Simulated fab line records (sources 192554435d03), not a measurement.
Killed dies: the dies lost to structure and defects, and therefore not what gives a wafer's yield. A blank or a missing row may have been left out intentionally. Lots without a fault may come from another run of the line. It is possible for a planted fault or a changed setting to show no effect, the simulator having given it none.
A struck lot beside a sound one || flow n5 finfet || 41 out of 1938 route steps
Sound: the wafers L372.4, L372.5, L372.6. Struck: wafer L382.6. (L382.2, L382.3 of the same lot were not struck and are left out.) The cause comes at the end.
At each step with rows: each side's tool, then ch and its chambers, then its first start. Under that, the readings that differ: sound wafers || struck wafers || difference of the means || sigmas: that difference in standard deviations of wafers without a fault.
alike: words and numbers the same on both sides, and readings whose means are apart by under 2 such deviations; not compared: readings that were withheld, readings missing a value for some wafer, numbers with overlapping values and no deviation given by the record, and bounds like >300 which may hide the same value.
Wherever a step has rows on one side only, a row that says differs or no value, or a row with sigmas, the two part there. Numbers that don't overlap but have no deviation are shown without sigmas and don't part them. Lack of a reading on every wafer of one side parts them only where that side has two or more wafers.

first, 2 steps without rows for these wafers: N5_BEOL_M3_PRECLEAN_42 (cleans in residue remover, time 60 s); N5_BEOL_M3_SRD_43 (time 30 s).
N5_BEOL_M3_CD_MEAS_35: target cd 18 nm, target cd y 21 nm.
  sound on cd sem-02 at day 7 18:07; struck on cd sem-01 at day 10 11:14
  alike: cd nm
then, 2 steps without rows for these wafers: N5_BEOL_M3_DEGAS_44 (time 60 s); N5_BEOL_M3_PRE_CLEAN_45 (time 30 s).
N5_BEOL_M3_ALD_84: deposits TaN, pulse time 2 s, purge time 3 s, co reactant purge time 2 s.
  sound on ald metal-03 ch 0,3, day 7 19:01; struck on ald metal-03 ch 2, day 10 11:48
  alike: heater power w, susceptor temp C
then, 6 steps without rows for these wafers: N5_BEOL_M3_SURFACE_TREAT_85; N5_BEOL_M3_CVD_47 (deposits Co from CCTBA/H2, target thk 3 nm, time 223.8 s); N5_BEOL_M3_SPUTTER_48 (material Cu, target thk 4.5 nm, time 8.29 s); N5_BEOL_M3_ANNEAL_49 (time 240 s); N5_BEOL_M3_SPUTTER_79 (material Cu, target thk 4.5 nm, time 8.29 s); N5_BEOL_M3_ANNEAL_80 (time 240 s).
N5_BEOL_M3_SPUTTER_81: material Cu, target thk 4.5 nm, time 8.29 s.
  sound on pvd sputter-01 at day 7 20:17; struck on pvd sputter-01 at day 10 13:04
  alike: susceptor temp C, throttle valve pct
then, 7 steps without rows for these wafers: N5_BEOL_M3_ANNEAL_82 (time 240 s); N5_BEOL_M3_SPUTTER_86 (material Cu, target thk 4.5 nm, time 8.29 s); N5_BEOL_M3_ANNEAL_87 (time 240 s); N5_BEOL_M3_SPUTTER_88 (material Cu, target thk 4.5 nm, time 8.29 s); N5_BEOL_M3_ANNEAL_89 (time 240 s); N5_BEOL_M3_SPUTTER_90 (material Cu, target thk 4.5 nm, time 8.29 s); N5_BEOL_M3_ANNEAL_91 (time 240 s).
N5_BEOL_M3_SPUTTER_92: material Cu, target thk 4.5 nm, time 8.29 s.
  sound on pvd sputter-01 at day 7 21:10; struck on pvd sputter-01 at day 10 13:56
  alike: susceptor temp C, throttle valve pct
N5_BEOL_M3_ANNEAL_93: time 240 s.
  sound on pvd sputter-01 at day 7 21:16; struck on pvd sputter-01 at day 10 14:01
  alike: heater power w, susceptor temp C
N5_BEOL_M3_SPUTTER_94: material Cu, target thk 4.5 nm, time 8.29 s.
  sound on pvd sputter-01 at day 7 21:23; struck on pvd sputter-01 at day 10 14:10
  alike: susceptor temp C, throttle valve pct
then, 9 steps without rows for these wafers: N5_BEOL_M3_ANNEAL_95 (time 240 s); N5_BEOL_M3_SPUTTER_96 (material Cu, target thk 4.5 nm, time 8.29 s); N5_BEOL_M3_ECD_50 (material Cu, target thk 300 nm); N5_BEOL_M3_ANNEAL_51 (time 90 s); N5_BEOL_M3_CMP_52 (polishes, stops on SiOC, t overpolish 6.8 s, target thk 40 nm); N5_BEOL_M3_PRE_CLEAN_60 (time 15 s); N5_BEOL_M3_CO_CAP_55 (material Co, precursor CCTBA/H2, target thk 2 nm, time 102.1 s); N5_BEOL_M3_PRE_CLEAN_56 (time 15 s); N5_BEOL_M3_DEP_57 (deposits SiCN from 3MS/NH3, target thk 8 nm, time 14 s).
N5_BEOL_M3_RS_MEAS_58: uses a four-point probe to measure.
  sound on film metro-01 at day 7 22:53; struck on film metro-01 at day 10 15:31
  alike: M3_RS
then, 1 step without rows for these wafers: N5_BEOL_M4_ILD_DEP_00 (deposits SiOC from DEMS/O2, target thk 79 nm, time 15.3 s).
N5_BEOL_M4_THK_MEAS_01:
  sound on film metro-01 at day 7 23:01; struck on film metro-01 at day 10 15:38
  alike: M4_ILD_THK
N5_BEOL_M4_PECVD_72: deposits SiO2 from TEOS/O2, target thk 16 nm, time 18 s.
  sound on pecvd-03 ch 0,1,2, day 7 23:04; struck on pecvd-01 ch 2, day 10 15:41
  alike: heater power w, showerhead plenum p Torr, susceptor temp C, throttle valve pct
then, 4 steps without rows for these wafers: N5_BEOL_M4_HM_DEP_02 (deposits TiN, target thk 20 nm); N5_BEOL_M4_COAT_61 (time 60 s, resist thk 60 nm); N5_BEOL_M4_COAT_62 (time 60 s, resist thk 12 nm); N5_BEOL_M4_COAT_73 (time 60 s, resist thk 5 nm).
-- here the record skips 5 days between the struck wafers' starts before and after, leaving off in module BEOL_M4 and picking up in module PASSIVATION (first step shown: number 1936 of the route) --
N5_PASSIVATION_PROBE_49:
  rows exist in the record for the struck wafers here (prober-02, day 15 08:40), but not for the sound ones

## WHERE THEY PART
Only at N5_PASSIVATION_PROBE_49, as far as this record shows.

WHY: the cause the simulator had injected
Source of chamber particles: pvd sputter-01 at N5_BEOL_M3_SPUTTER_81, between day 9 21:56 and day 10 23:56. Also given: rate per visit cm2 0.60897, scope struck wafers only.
